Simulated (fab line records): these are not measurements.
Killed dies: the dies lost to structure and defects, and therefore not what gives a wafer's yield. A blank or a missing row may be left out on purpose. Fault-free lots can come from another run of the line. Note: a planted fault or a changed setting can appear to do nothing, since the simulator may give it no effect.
fab line records	flow nand-harc
[record] lots = 6	wafers = 18	last-day = 24
route steps=1159 shown A_BONDPAD@1074 HYBRID_BOND@1094 THIN_TSV@1101 END@1159
lots that met no fault: taken from a fault-free run of the same line
start-h: hours from the record's opening day to when the first of the lot's shown wafers began	wait-h: hours from the lot's prior step to this one	" unchanged from the row above	L1.1+2: several wafers, shown together as one row	- value missing, or start not given	* or withheld: withheld	< > ~ a bound
route shown NAME@n: a module of which the file shows steps, and the number in the route of the first	usual: average and standard deviation across the fault-free wafers	same: alike in all rows	chamber/n: place in a boat	sites: each site's reading	_std_site: standard deviation of those values	_edge_site: inner sites' mean taken away from outer sites' mean	radius-mm: for every site, how far away it sits from the centre of the wafer	mask NAME#n: copy n	behind: the tool/chamber that last shaped the wafer	hold: reason for holding the lot/hours on hold/outcome of the hold	device: names the non-switching transistor (n, p or np)	end of line: the tests these same wafers got at the end of their route	a step with no rows: only its recipe	killed: count of dies lost to structure and defects at first sort (not the wafer's yield)	map: dies across one wafer; x = killed, . = not, _ = none there
set.NAME: the run value of the setting; set.NAME@STEP: its run value at that earlier step	model.NAME: the simulator's own value behind a step, which no gauge read
lots at some steps of the route; a table a step, a row a wafer
services: the hour from which a tool's chamber was out of use, counted from the record's first day as start-h (under 0 if before that day), plus the number of hours and why
[[steps]]
[step NHARC_A_BONDPAD_HARDBAKE_10]
[recipe] temp-c = 118	time-s = 65
[step NHARC_A_BONDPAD_DESCUM_11]
[recipe] time-s = 3	o2-flow-sccm = 200	ar-flow-sccm = 0	bias-power-w = 0	chemistry = O2
[step NHARC_A_BONDPAD_ETCH_34]
[recipe] target-depth-a = 600	overetch-a = 180	time-s = 65.91	ion-energy-ev = 200	n2-flow-sccm = 150	h2-flow-sccm = 150	ar-flow-sccm = 0	rf-w = 400	bias-w = 150	chemistry = N2/H2
[step NHARC_A_BONDPAD_ETCH_12]
[recipe] target-depth-a = 2200	time-s = 110	chf3-flow-sccm = 50	o2-flow-sccm = 10	ar-flow-sccm = 200	rf-w = 500	bias-w = 200	chemistry = CHF3/O2
[usual] bias-w = 200.0/0.58	drypump-motor-current-A = 5.63/0.17	oes-product-au = 0.948/0.023	rf-vpp-V = 371.6/2.2	showerhead-plenum-p-Torr = 2.46/0.086	throttle-valve-pct = 20.572/0.0089
lot.wafer	tool	chamber	start-h	wait-h	bias-w	drypump-motor-current-A	oes-product-au	rf-hours-counter-h	rf-vpp-V	showerhead-plenum-p-Torr	throttle-valve-pct
L509.2	rie-diel-03	2	-	-	200.3	5.77	0.998	1	374.7	2.55	20.546
L509.1	"	3	"	"	199.8	5.53	0.958	1	372.1	2.42	20.577
L509.6	"	1	"	"	198.7	5.45	0.973	-	373.5	2.52	20.569
L518.3	rie-diel-07	3	-	-	200.5	5.56	0.928	14	371.9	2.42	20.561
L518.1	"	1	"	"	199.9	5.88	0.916	12	368.4	2.27	20.574
L518.6	"	3	"	"	199.4	5.56	0.918	-	369.8	2.42	20.584
L520.4	rie-diel-03	1	-	-	200.2	5.46	0.926	4	373.1	2.52	20.575
L520.3	"	2	"	"	199.8	5.73	0.937	4	373.0	2.55	20.559
L520.1	"	3	"	"	200.1	5.50	0.934	4	370.7	2.41	20.578
L522.3	rie-diel-03	2	-	-	199.8	5.73	0.922	4	375.1	2.55	20.564
L522.5	"	2	"	"	200.3	5.75	0.932	-	372.9	2.55	20.564
L522.6	"	3	"	"	199.6	5.52	0.921	-	370.7	2.41	20.598
L526.2	rie-diel-07	3	-	-	198.7	5.56	0.925	22	371.1	2.42	20.580
L526.4	"	1	"	"	199.5	5.88	0.937	19	366.3	2.27	20.570
L526.6	"	2	"	"	199.9	5.84	0.924	-	371.4	2.42	20.565
L528.2	rie-diel-03	3	-	-	200.2	5.50	0.971	5	371.0	2.41	20.569
L528.3	"	0	"	"	199.3	5.49	0.973	5	372.6	2.52	20.586
L528.6	"	3	"	"	200.3	5.49	0.966	-	371.0	2.41	20.573
[step NHARC_A_BONDPAD_CD_MEAS_13]
[usual] cd-nm = 499.0/1.8
lot.wafer	tool	chamber	start-h	wait-h	cd-nm
L509.1	cd-sem-01	-	419.79	-	500.5
L509.2	"	-	"	"	502.2
L509.6	"	-	"	"	501.4
L518.1	cd-sem-03	-	480.88	-	499.3
L518.3	"	-	"	"	497.8
L518.6	"	-	"	"	496.8
L520.1	cd-sem-02	-	491.65	-	499.8
L520.3	"	-	"	"	498.4
L520.4	"	-	"	"	500.0
L522.3	cd-sem-02	-	500.47	-	499.6
L522.5	"	-	"	"	502.1
L522.6	"	-	"	"	502.0
L526.2	cd-sem-03	-	514.66	-	495.0
L526.4	"	-	"	"	497.4
L526.6	"	-	"	"	498.5
L528.2	cd-sem-03	-	535.85	-	498.7
L528.3	"	-	"	"	500.0
L528.6	"	-	"	"	499.6
[step NHARC_A_BONDPAD_STRIP_15]
[recipe] o2-flow-sccm = 500	ar-flow-sccm = 0	bias-w = 0	chemistry = O2
[usual] drypump-motor-current-A = 5.61/0.19	oes-product-au = 0.999/0.0076	rf-vpp-V = 58.0/0.93	showerhead-plenum-p-Torr = 3.63/0.12	throttle-valve-pct = 17.036/0.0092
[same] bias-w = 0
lot.wafer	tool	chamber	start-h	wait-h	drypump-motor-current-A	oes-product-au	rf-hours-counter-h	rf-vpp-V	showerhead-plenum-p-Torr	throttle-valve-pct
L509.2	rie-diel-03	0	419.86	0.1	5.45	0.997	0.9	58.6	3.70	17.035
L509.1	"	3	"	"	5.51	0.999	1.0	57.6	3.55	17.031
L509.6	"	0	"	"	5.46	0.984	-	59.4	3.70	17.027
L518.1	rie-diel-07	1	480.97	0.1	5.89	1.003	12.0	56.9	3.34	17.027
L518.3	"	0	"	"	5.82	0.999	13.5	58.4	3.37	17.038
L518.6	"	2	"	"	5.83	1.004	-	56.7	3.56	17.042
L520.1	rie-diel-03	3	491.73	0.1	5.53	1.001	3.7	58.4	3.55	17.033
L520.3	"	0	"	"	5.45	0.998	3.6	58.8	3.69	17.048
L520.4	"	1	"	"	5.45	1.012	3.7	58.6	3.70	17.044
L522.3	rie-diel-03	0	500.54	0.1	5.47	0.985	3.7	57.3	3.69	17.031
L522.5	"	0	"	"	5.48	0.994	-	57.9	3.69	17.044
L522.6	"	1	"	"	5.46	1.001	-	57.9	3.70	17.038
L526.4	rie-diel-03	2	514.75	0.1	5.74	1.012	4.8	58.0	3.73	17.038
L526.2	"	3	"	"	5.51	0.995	4.8	58.0	3.55	17.040
L526.6	"	1	"	"	5.43	0.996	-	57.6	3.70	17.046
L528.3	rie-diel-03	0	535.97	0.1	5.48	0.991	5.2	57.6	3.69	17.037
L528.2	"	1	"	"	5.43	1.005	5.3	58.4	3.70	17.033
L528.6	"	2	"	"	5.76	0.999	-	58.5	3.73	17.037
[step NHARC_A_BONDPAD_ETCH_24]
[recipe] target-depth-a = 300	over-etch-frac = 0.3	time-s = 72.99	ion-energy-ev = 150	cf4-flow-sccm = 50	n2-flow-sccm = 100	ar-flow-sccm = 150	rf-w = 300	bias-w = 100	chemistry = CF4/N2
[step NHARC_A_BONDPAD_STRIP_16]
[recipe] time-s = 600	temp-c = 30	chemistry = post-etch-residue-remover
[step NHARC_A_BONDPAD_DEGAS_25]
[recipe] temp-c = 300	time-s = 60
[step NHARC_A_BONDPAD_PRE_CLEAN_26]
[recipe] time-s = 30	temp-c = 280	gas = H2/He
[step NHARC_A_BONDPAD_PVD_17]
[recipe] target-thk-a = 50	bias-v = 168.6	power-w = 15000	chamber-pressure-pa = 0.12	time-s = 8.06	substrate-temp-c = 50	material = TaN
[usual] throttle-valve-pct = 29.9/0.85
lot.wafer	tool	chamber	start-h	wait-h	throttle-valve-pct
L509.2	pvd-sputter-01	-	-	-	29.8
L509.1	"	-	"	"	29.6
L509.6	"	-	"	"	29.8
L518.1	pvd-sputter-01	-	-	-	29.6
L518.3	"	-	"	"	29.7
L518.6	"	-	"	"	30.9
L520.1	pvd-sputter-03	-	-	-	29.8
L520.4	"	-	"	"	30.0
L520.3	"	-	"	"	29.5
L522.3	pvd-sputter-02	-	-	-	32.3
L522.5	"	-	"	"	29.2
L522.6	"	-	"	"	29.0
L526.4	pvd-sputter-03	-	-	-	29.9
L526.2	"	-	"	"	28.8
L526.6	"	-	"	"	30.0
L528.3	pvd-sputter-01	-	-	-	29.6
L528.2	"	-	"	"	30.0
L528.6	"	-	"	"	29.3
[step NHARC_A_BONDPAD_PVD_27]
[recipe] target-thk-a = 300	chamber-pressure-pa = 5	power-w = 5000	substrate-temp-c = 30	time-s = 20.49	material = Cu
[step NHARC_A_BONDPAD_ECD_18]
[recipe] target-thk-a = 4000	bath-temp-c = 25	material = Cu
lot.wafer	tool	chamber	start-h	wait-h
L509.1+2+6	ecd-cu-02	1,0,1	420.77	-
L518.1+3+6	ecd-cu-02	0,1,1	481.88	-
L520.1+4+3	ecd-cu-02	0,1,0	492.70	-
L522.3+6+5	ecd-cu-01	0,0,1	501.54	-
L526.2+4+6	ecd-cu-01	1,1,0	515.64	-
L528.2+3+6	ecd-cu-01	0,1,0	536.92	-
[step NHARC_A_BONDPAD_ANNEAL_28]
[recipe] temp-c = 225	time-s = 90
[usual] wafer_temp_C_max = 226.26/0.29
lot.wafer	tool	chamber	start-h	wait-h	wafer_temp_C_max
L509.1	rtp-anneal-02	0	421.35	0.5	226.95
L509.2	"	0	"	"	226.40
L509.6	"	0	"	"	226.62
L518.1	rtp-anneal-01	0	482.26	-	226.40
L518.3	"	0	"	"	226.12
L518.6	"	0	"	"	226.13
L520.1	rtp-anneal-02	0	493.29	-	226.01
L520.3	"	0	"	"	226.27
L520.4	"	0	"	"	225.85
L522.3	rtp-anneal-02	0	501.93	-	225.92
L522.5	"	0	"	"	226.44
L522.6	"	0	"	"	226.53
L526.2	rtp-anneal-02	0	516.12	0.4	226.31
L526.4	"	0	"	"	226.36
L526.6	"	0	"	"	226.45
L528.2	rtp-anneal-02	0	537.33	-	226.23
L528.3	"	0	"	"	226.17
L528.6	"	0	"	"	226.41
[step NHARC_A_BONDPAD_CMP_19]
[recipe] t-overpolish-s = 30	cu-recess-touch-s = 16	target-thk-nm = 169.8
[step NHARC_A_BONDPAD_SRD_21]
[recipe] time-s = 30	temp-c = 23	dry-time-s = 20	spin-rpm = 1500
[step NHARC_A_BONDPAD_INSPECT_23]
[usual] raw-defect-count = 480/150
lot.wafer	tool	chamber	start-h	wait-h	raw-defect-count
L509.1	defect-inspect-02	-	422.24	0.0	319
L509.2	"	-	"	"	262
L509.6	"	-	"	"	261
L518.1	defect-inspect-02	-	483.15	0.0	522
L518.3	"	-	"	"	660
L518.6	"	-	"	"	486
L520.1	defect-inspect-01	-	494.17	0.0	413
L520.3	"	-	"	"	405
L520.4	"	-	"	"	369
L522.3	defect-inspect-01	-	502.71	0.1	382
L522.5	"	-	"	"	455
L522.6	"	-	"	"	466
L526.2	defect-inspect-01	-	517.23	0.0	444
L526.4	"	-	"	"	300
L526.6	"	-	"	"	367
L528.2	defect-inspect-02	-	538.18	0.0	433
L528.3	"	-	"	"	347
L528.6	"	-	"	"	477
[step NHARC_HYBRID_BOND_ACTIVATE_00]
[recipe] time-s = 60	n2-flow-sccm = 200	ar-flow-sccm = 0	bias-power-w = 0	chemistry = N2
[step NHARC_HYBRID_BOND_PRECLEAN_01]
[recipe] time-s = 300	temp-c = 23	chemistry = DIW
[step NHARC_HYBRID_BOND_SRD_02]
[recipe] time-s = 30	temp-c = 23	dry-time-s = 20	spin-rpm = 1500
[step NHARC_HYBRID_BOND_BOND_03]
[recipe] temp-c = 25
[step NHARC_HYBRID_BOND_ANNEAL_04]
[recipe] temp-c = 300	time-s = 7200	ramp-up-c-per-min = 5	ramp-down-c-per-min = 3	idle-temp-c = 100	pressure-atm = 1
[step NHARC_HYBRID_BOND_OVL_MEAS_05]
[usual] overlay-x-nm = 3/33	overlay-y-nm = 5/33
lot.wafer	tool	chamber	start-h	wait-h	overlay-x-nm	overlay-y-nm
L509.1	overlay-01	-	431.49	0.4	-27	8
L509.2	"	-	"	"	39	59
L509.6	"	-	"	"	28	14
L518.1	overlay-01	-	491.97	0.4	22	28
L518.3	"	-	"	"	14	-23
L518.6	"	-	"	"	-40	-68
L520.1	overlay-02	-	504.00	0.4	-37	33
L520.3	"	-	"	"	-47	-93
L520.4	"	-	"	"	-5	63
L522.3	overlay-02	-	513.38	0.4	18	-18
L522.5	"	-	"	"	45	25
L522.6	"	-	"	"	2	-42
L526.4	overlay-01	-	529.81	0.4	-50	26
L528.3	overlay-02	-	550.33	0.4	47	-8
[step NHARC_HYBRID_BOND_INSPECT_06]
[recipe] inspect-instrument = ir-void
[usual] raw-defect-count = 34/12
lot.wafer	tool	chamber	start-h	wait-h	raw-defect-count
L509.1	defect-inspect-01	-	431.56	0.1	13
L509.2	"	-	"	"	21
L509.6	"	-	"	"	13
L518.1	defect-inspect-02	-	492.02	0.0	41
L518.3	"	-	"	"	33
L518.6	"	-	"	"	24
L520.1	defect-inspect-01	-	504.07	0.1	25
L520.3	"	-	"	"	40
L520.4	"	-	"	"	34
L522.3	defect-inspect-02	-	513.43	0.1	31
L522.5	"	-	"	"	33
L522.6	"	-	"	"	35
L526.4	defect-inspect-01	-	529.87	0.1	42
L528.3	defect-inspect-01	-	550.39	0.1	24
[step NHARC_THIN_TSV_GRIND_00]
[recipe] target-thk-um = 6
[step NHARC_THIN_TSV_CMP_01]
[recipe] target-thk-um = 3
[usual] motor-current-A = 11.8/1.1
lot.wafer	tool	chamber	start-h	wait-h	motor-current-A
L509.1	cmp-02	0	453.75	1.4	9.9
L509.2	"	1	"	"	11.3
L509.6	"	0	"	"	10.4
L518.3	cmp-02	3	494.65	0.7	12.5
L518.1	"	0	"	"	9.9
L518.6	"	1	"	"	11.4
L520.3	cmp-04	3	505.44	0.6	11.1
L520.1	"	0	"	"	12.2
L520.4	"	1	"	"	10.8
L522.3	cmp-01	2	514.87	0.7	11.2
L522.6	"	0	"	"	11.3
L522.5	"	1	"	"	12.3
L526.4	cmp-01	0	531.29	0.5	10.6
L528.3	cmp-01	1	551.80	0.7	12.6
[step NHARC_THIN_TSV_THK_MEAS_02]
[recipe] thk-meas-gauge = ir
[usual] thk-nm = 3068/200
lot.wafer	tool	chamber	start-h	wait-h	thk-nm
L509.1	film-metro-02	-	453.98	0.2	2861
L509.2	"	-	"	"	2973
L509.6	"	-	"	"	2893
L518.1	film-metro-01	-	494.86	-	2937
L518.3	"	-	"	"	2861
L518.6	"	-	"	"	2871
L520.1	film-metro-01	-	505.71	0.2	2901
L520.3	"	-	"	"	2874
L520.4	"	-	"	"	3021
L522.3	film-metro-01	-	515.08	-	3165
L522.5	"	-	"	"	2952
L522.6	"	-	"	"	3227
L526.4	film-metro-01	-	531.50	0.2	3028
L528.3	film-metro-01	-	552.04	-	3195
[step NHARC_THIN_TSV_SRD_03]
[step NHARC_THIN_TSV_PRECLEAN_41]
[recipe] time-s = *	temp-c = 50	bath-age-min = 0	chemistry = SC1
[step NHARC_THIN_TSV_SRD_42]
[step NHARC_THIN_TSV_DEP_43]
[recipe] target-thk-a = 13285	temp-c = withheld	pressure-torr = 6.5	rf-w = 900	teos-flow-sccm = 161.4	flow-sccm = 2650	target-thk-nm = 1328.5	gas = O2	material = SiO2
[step NHARC_THIN_TSV_DEHYDRATE_04]
[recipe] temp-c = 150	time-s = 120
[step NHARC_THIN_TSV_HMDS_05]
[recipe] time-s = 30
[step NHARC_THIN_TSV_COAT_06]
[recipe] spin-rpm = *
[step NHARC_THIN_TSV_SOFTBAKE_07]
[recipe] temp-c = 122	time-s = 95
[step NHARC_THIN_TSV_EBR_08]
[step NHARC_THIN_TSV_EXPOSE_09]
[recipe] na = 0.55	dose-mj = 30.7	mask-id = TSV
[step NHARC_THIN_TSV_PEB_10]
[recipe] peb-temp-c = 118	peb-time-s = 85
[step NHARC_THIN_TSV_DEVELOP_11]
[recipe] time-s = 70
[step NHARC_END_SORT_01]
[recipe] temp-c = 25
[usual] defect-limited-yield = 95.2/1.6	killed-at-array = 28/11	killed-at-other = 0.8/1.3	killed-at-periphery = 3.6/2.5	killed-dies = 32/11	killed-open = 3.0/1.8	killed-short = 2.0/1.5	sort_bin_2_pct = 1.5/0.66	sort_bin_3_pct = 0.25/0.23	sort_bin_4_pct = 3.0/1.1	sort-n-pass = 645/11	sort-rim-yield-pct = 96.0/2.9	sort-yield-pct = 95.2/1.6
[same] gross-dies = 677	sort_bin_5_pct[%] = 0	sort_bin_6_pct[%] = 0	sort_bin_7_pct[%] = 0	sort_bin_8_pct[%] = 0	sort-rim-n-gross = 106.00
lot.wafer	tool	chamber	start-h	wait-h	defect-limited-yield[%]	killed-at-array	killed-at-other	killed-at-periphery	killed-dies	killed-open	killed-short	sort_bin_2_pct[%]	sort_bin_3_pct[%]	sort_bin_4_pct[%]	sort-n-pass	sort-rim-yield-pct[%]	sort-yield-pct[%]
L522.3	prober-01	0	532.80	3.1	95.7	27	0	2	29	3	1	1.2	0.30	2.8	648	98.1	95.7
L522.5	prober-01	0	534.42	3.7	96.8	16	0	6	22	1	2	0.9	0.30	2.1	655	91.5	96.8
L522.6	prober-01	0	535.23	4.0	95.0	33	0	1	34	2	2	1.9	0.44	2.7	643	96.2	95.0
L526.2	prober-01	0	548.67	2.8	0	676	0	1	677	5	3	96.6	0.30	3.1	0	0	0
L526.6	prober-01	0	551.87	4.0	0	674	0	3	677	3	2	95.4	0.30	4.3	0	0	0
L528.2	prober-01	0	570.91	2.8	0	674	0	3	677	3	0	97.9	0.15	1.9	0	0	0
L528.6	prober-01	0	574.11	4.0	0	676	0	1	677	1	1	97.2	0.30	2.5	0	0	0
// killed by level:class
L522.3 A_CHANNEL_HOLE_D1:chamber-film-flake=15 A_STAIRCASE:chamber-film-flake=5 A_M1:chamber-film-flake=2 P_M0:geometric-particle:short=1 P_M2:geometric-particle:open=1 A_SOURCE_PLATE:geometric-particle:open=1 A_CONTACT:geometric-particle:open=1 A_CHANNEL_FILL_D1:chamber-film-flake=1
L522.5 A_CHANNEL_HOLE_D1:chamber-film-flake=9 P_M1:chamber-film-flake=2 A_STAIRCASE:chamber-film-flake=2 A_CONTACT:chamber-film-flake=2 P_GATE:geometric-particle:open=1 P_M1:geometric-particle:short=1 A_WL_FILL:geometric-particle:short=1 P_STI:chamber-film-flake=1
L522.6 A_CHANNEL_HOLE_D1:chamber-film-flake=18 A_STAIRCASE:chamber-film-flake=6 A_M1:chamber-film-flake=3 A_SOURCE_PLATE:geometric-particle:short=1 A_CHANNEL_FILL_D1:geometric-particle:open=1 A_CONTACT:geometric-particle:open=1 A_CONTACT:geometric-particle:short=1 P_GATE:chamber-film-flake=1
L526.2 A_BONDPAD:area-ecd=648 A_SLIT:chamber-film-flake=14 A_STAIRCASE:chamber-film-flake=3 A_WL_FILL:geometric-particle:short=2 A_CHANNEL_HOLE_D1:chamber-film-flake=2 P_M0:geometric-particle:open=1 A_ONON_D1:geometric-particle:short=1 A_CHANNEL_HOLE_D1:geometric-particle:open=1
L526.6 A_BONDPAD:area-ecd=637 A_SLIT:chamber-film-flake=18 A_CHANNEL_HOLE_D1:chamber-film-flake=7 A_STAIRCASE:chamber-film-flake=3 P_GATE:chamber-film-flake=2 A_CHANNEL_FILL_D1:chamber-film-flake=2 A_CONTACT:chamber-film-flake=2 P_M1:geometric-particle:short=1
L528.2 A_BONDPAD:area-ecd=653 A_CHANNEL_HOLE_D1:chamber-film-flake=7 A_CONTACT:chamber-film-flake=6 A_STAIRCASE:chamber-film-flake=5 P_GATE:chamber-film-flake=2 P_CONTACT:geometric-particle:open=1 A_WL_FILL:geometric-particle:open=1 A_CONTACT:geometric-particle:open=1
L528.6 A_BONDPAD:area-ecd=651 A_CHANNEL_HOLE_D1:chamber-film-flake=12 A_STAIRCASE:chamber-film-flake=4 A_CONTACT:chamber-film-flake=4 A_ZERO_WELL:chamber-film-flake=3 A_CHANNEL_FILL_D1:geometric-particle:short=1 A_BLC:geometric-particle:open=1 P_GATE:chamber-film-flake=1
// map L526.2 (x killed, . not)
____________x____________
_________xxxxxxx_________
_______xxxxxxxxxxx_______
______xxxxxxxxxxxxx______
_____xxxxxxxxxxxxxxx_____
____xxxxxxxxxxxxxxxxx____
____xxxxxxxxxxxxxxxxx____
___xxxxxxxxxxxxxxxxxxx___
___xxxxxxxxxxxxxxxxxxx___
__xxxxxxxxxxxxxxxxxxxxx__
__xxxxxxxxxxxxxxxxxxxxx__
_xxxxxxxxxxxxxxxxxxxxxxx_
_xxxxxxxxxxxxxxxxxxxxxxx_
_xxxxxxxxxxxxxxxxxxxxxxx_
_xxxxxxxxxxxxxxxxxxxxxxx_
_xxxxxxxxxxxxxxxxxxxxxxx_
xxxxxxxxxxxxxxxxxxxxxxxxx
xxxxxxxxxxxxxxxxxxxxxxxxx
xxxxxxxxxxxxxxxxxxxxxxxxx
xxxxxxxxxxxxxxxxxxxxxxxxx
xxxxxxxxxxxxxxxxxxxxxxxxx
_xxxxxxxxxxxxxxxxxxxxxxx_
_xxxxxxxxxxxxxxxxxxxxxxx_
_xxxxxxxxxxxxxxxxxxxxxxx_
_xxxxxxxxxxxxxxxxxxxxxxx_
_xxxxxxxxxxxxxxxxxxxxxxx_
__xxxxxxxxxxxxxxxxxxxxx__
__xxxxxxxxxxxxxxxxxxxxx__
___xxxxxxxxxxxxxxxxxxx___
___xxxxxxxxxxxxxxxxxxx___
____xxxxxxxxxxxxxxxxx____
____xxxxxxxxxxxxxxxxx____
_____xxxxxxxxxxxxxxx_____
______xxxxxxxxxxxxx______
_______xxxxxxxxxxx_______
_________xxxxxxx_________
____________x____________
// map L528.2 (x killed, . not)
____________x____________
_________xxxxxxx_________
_______xxxxxxxxxxx_______
______xxxxxxxxxxxxx______
_____xxxxxxxxxxxxxxx_____
____xxxxxxxxxxxxxxxxx____
____xxxxxxxxxxxxxxxxx____
___xxxxxxxxxxxxxxxxxxx___
___xxxxxxxxxxxxxxxxxxx___
__xxxxxxxxxxxxxxxxxxxxx__
__xxxxxxxxxxxxxxxxxxxxx__
_xxxxxxxxxxxxxxxxxxxxxxx_
_xxxxxxxxxxxxxxxxxxxxxxx_
_xxxxxxxxxxxxxxxxxxxxxxx_
_xxxxxxxxxxxxxxxxxxxxxxx_
_xxxxxxxxxxxxxxxxxxxxxxx_
xxxxxxxxxxxxxxxxxxxxxxxxx
xxxxxxxxxxxxxxxxxxxxxxxxx
xxxxxxxxxxxxxxxxxxxxxxxxx
xxxxxxxxxxxxxxxxxxxxxxxxx
xxxxxxxxxxxxxxxxxxxxxxxxx
_xxxxxxxxxxxxxxxxxxxxxxx_
_xxxxxxxxxxxxxxxxxxxxxxx_
_xxxxxxxxxxxxxxxxxxxxxxx_
_xxxxxxxxxxxxxxxxxxxxxxx_
_xxxxxxxxxxxxxxxxxxxxxxx_
__xxxxxxxxxxxxxxxxxxxxx__
__xxxxxxxxxxxxxxxxxxxxx__
___xxxxxxxxxxxxxxxxxxx___
___xxxxxxxxxxxxxxxxxxx___
____xxxxxxxxxxxxxxxxx____
____xxxxxxxxxxxxxxxxx____
_____xxxxxxxxxxxxxxx_____
______xxxxxxxxxxxxx______
_______xxxxxxxxxxx_______
_________xxxxxxx_________
____________x____________
[[services]]
tool	chamber	start-h	hours	kind
cmp-04	-	399.29	4.0	pm
rie-diel-03	0	401.30	-	clean
rie-diel-03	1	401.30	-	clean
rie-diel-07	-	405.20	9.0	pm
cmp-04	-	411.00	3.1	repair
cmp-01	-	416.27	18.0	repair
cmp-02	-	424.13	4.0	pm
ecd-cu-01	-	450.02	8.0	pm
rie-diel-07	1	456.38	4.5	repair
pvd-sputter-03	-	458.08	10.0	pm
cmp-02	-	466.07	0.6	repair
cmp-01	-	476.37	1.1	repair
ecd-cu-02	-	476.99	0.3	repair
pvd-sputter-02	-	477.55	1.4	repair
cmp-01	-	479.20	4.0	pm
cmp-04	-	497.29	4.0	pm
ecd-cu-02	-	500.73	2.0	repair
cmp-04	-	502.90	1.0	repair
pvd-sputter-01	-	514.00	10.0	pm
cmp-02	-	515.76	2.2	repair
rie-diel-03	-	523.65	0.4	repair
ecd-cu-02	-	532.51	8.0	pm
cmp-04	-	540.82	15.6	repair
ecd-cu-02	-	546.82	1.5	repair
[[key]]
[first-sign] step = NHARC_END_SORT_01	reading = sort_bin_2_pct	direction = up	sigmas = 99+	usual = 1.5	struck = 96.8
[effect] step = NHARC_END_SORT_01	reading = killed-at-array	direction = up	sigmas = 62	usual = 28	struck = 675
[more-kills-born-at] NHARC_A_BONDPAD_ECD_18@ecd-cu-01 = 2589
met-at NHARC_A_BONDPAD_ECD_18
struck-wafers L526.2,L526.6,L528.2,L528.6
later-rows-left-out L526.2,L526.6,L528.2,L528.6
onset-between 501.54 515.64
[fault] kind = process-parameter-drift	tool = ecd-cu-01	chamber = -	onset-h = 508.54	steps = NHARC_A_BONDPAD_ECD_18	channel = target-thk-a	offset = *	shape = step	end-h = 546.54	scope = struck-wafers-only	acts-in = *	stated = *
// later-rows-left-out: the simulator's readings of these wafers behind a module that went badly wrong aren't trusted and aren't shown, but for the sort
